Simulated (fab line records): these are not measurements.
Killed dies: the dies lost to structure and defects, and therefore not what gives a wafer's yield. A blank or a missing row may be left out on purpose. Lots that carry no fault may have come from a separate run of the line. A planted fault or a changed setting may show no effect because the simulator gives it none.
The tool behind it: which one? -- flow n5-finfet -- 10 lots, 27 wafers sampled, at 4 steps of a route of 1938

== WHAT EACH GAUGE READ, for each wafer ==
N5_BEOL_M2_OCD_MEAS_38.
lot,measured,on,trench-depth-nm (nm)
L651,day 7 08:13,ocd-01,56.6 56.9
L655,day 8 07:59,ocd-02,54.2 54.2 56.7
L656,day 8 14:43,ocd-01,56.0 55.8
L660,day 9 11:48,ocd-02,56.6 55.4 56.4
L661,day 10 00:38,ocd-01,55.8 56.9
L664,day 10 09:05,ocd-02,53.5 52.5 52.9
L666,day 10 20:29,ocd-01,50.3 53.3 51.8
L667,day 11 03:12,ocd-01,56.7 53.4 56.0
L668,day 11 22:45,ocd-01,54.4 55.8 55.5
L670,day 12 05:43,ocd-01,56.7 56.0 56.6

== WHICH TOOL RAN EACH LOT (tool, then ch and the chambers of the sampled wafers, then the start) ==
lot,N5_BEOL_M2_DESCUM_33,N5_BEOL_M2_TRENCH_ETCH_37,N5_BEOL_M2_STRIP_97
L651,"rie-diel-05 ch 1,3, day 7 04:02","rie-diel-04 ch 0, day 7 08:04","rie-diel-04 ch 0, day 7 08:13 or earlier"
L655,"rie-diel-06 ch 0,1,2, day 7 22:11","rie-diel-04 ch 0,1, day 8 07:50","rie-diel-04 ch 0,1, day 8 07:59 or earlier"
L656,"rie-diel-05 ch 0, day 8 09:58","rie-diel-05 ch 2,3, day 8 14:34","rie-diel-05 ch 2,3, day 8 14:43 or earlier"
L660,"rie-diel-06 ch 0,1,2, day 9 10:00","rie-diel-05 ch 0,1,2, day 9 11:39","rie-diel-05 ch 0,1,2, day 9 11:48 or earlier"
L661,"rie-diel-04 ch 0,2, day 9 20:02","rie-diel-05 ch 0,1, day 10 00:29","rie-diel-05 ch 0,1, day 10 00:38 or earlier"
L664,"rie-diel-04 ch 0,3, day 10 07:20","rie-diel-04 ch 0,3, day 10 08:56","rie-diel-04 ch 0,3, day 10 09:05 or earlier"
L666,"rie-diel-06 ch 0,2,3, day 10 18:31","rie-diel-04 ch 0,1,3, day 10 20:20","rie-diel-04 ch 0,1,3, day 10 20:29 or earlier"
L667,"rie-diel-04 ch 0,2,3, day 11 01:31","rie-diel-06 ch 0,2,3, day 11 03:03","rie-diel-06 ch 0,2,3, day 11 03:12 or earlier"
L668,"rie-diel-05 ch 0,1,3, day 11 13:33","rie-diel-05 ch 0,2,3, day 11 22:36","rie-diel-05 ch 0,2,3, day 11 22:45 or earlier"
L670,"rie-diel-05 ch 0,2, day 12 03:24","rie-diel-06 ch 2,3, day 12 05:34","rie-diel-06 ch 2,3, day 12 05:43 or earlier"
- N5_BEOL_M2_DESCUM_33: chemistry O2, time 7 s.
- N5_BEOL_M2_TRENCH_ETCH_37: etches SiOC in C4F6/O2, target depth 55.555 nm, time 29.2 s.
- N5_BEOL_M2_STRIP_97: strips in N2/H2, time 10 s.

== THE ANSWER, worked out from the rows above alone ==
Rule: usual is defined by the lots themselves. The widest of any qualifying gaps counts: lots, ordered by their means at a reading, are off when they make up no more than a third of the lots, leave a main group of 4 or more, and stand apart from it by 3 or more times the standard deviation of that group's means. The tables above print the reading to a certain number of digits; a main group whose means all agree to those digits is not used. Also off: a lot with no number at a reading for which 4 or more lots have one. Where the step has rows for the other lots, those lots are counted as sound.
Off at N5_BEOL_M2_OCD_MEAS_38 (trench-depth-nm): L664, L666. Mean 55.9 nm and standard deviation 0.59 in the main group.
If a tool, at a process step before that reading, ran all the lots that are off and no sound lot after the first of them, it fits. The gauges at N5_BEOL_M2_OCD_MEAS_38 are tried like those tools. N5_BEOL_M2_STRIP_97 gives no start for some lots, so the hours and the order of its lots are those of N5_BEOL_M2_OCD_MEAS_38. One fits: N5_BEOL_M2_TRENCH_ETCH_37 and N5_BEOL_M2_STRIP_97 on rie-diel-04. At N5_BEOL_M2_TRENCH_ETCH_37 its last sound lot is L655 (day 8 07:50), its first lot that is off L664 (day 10 08:56): a fault that began between those two fits.

== WHAT THE SIMULATOR PUT IN ==
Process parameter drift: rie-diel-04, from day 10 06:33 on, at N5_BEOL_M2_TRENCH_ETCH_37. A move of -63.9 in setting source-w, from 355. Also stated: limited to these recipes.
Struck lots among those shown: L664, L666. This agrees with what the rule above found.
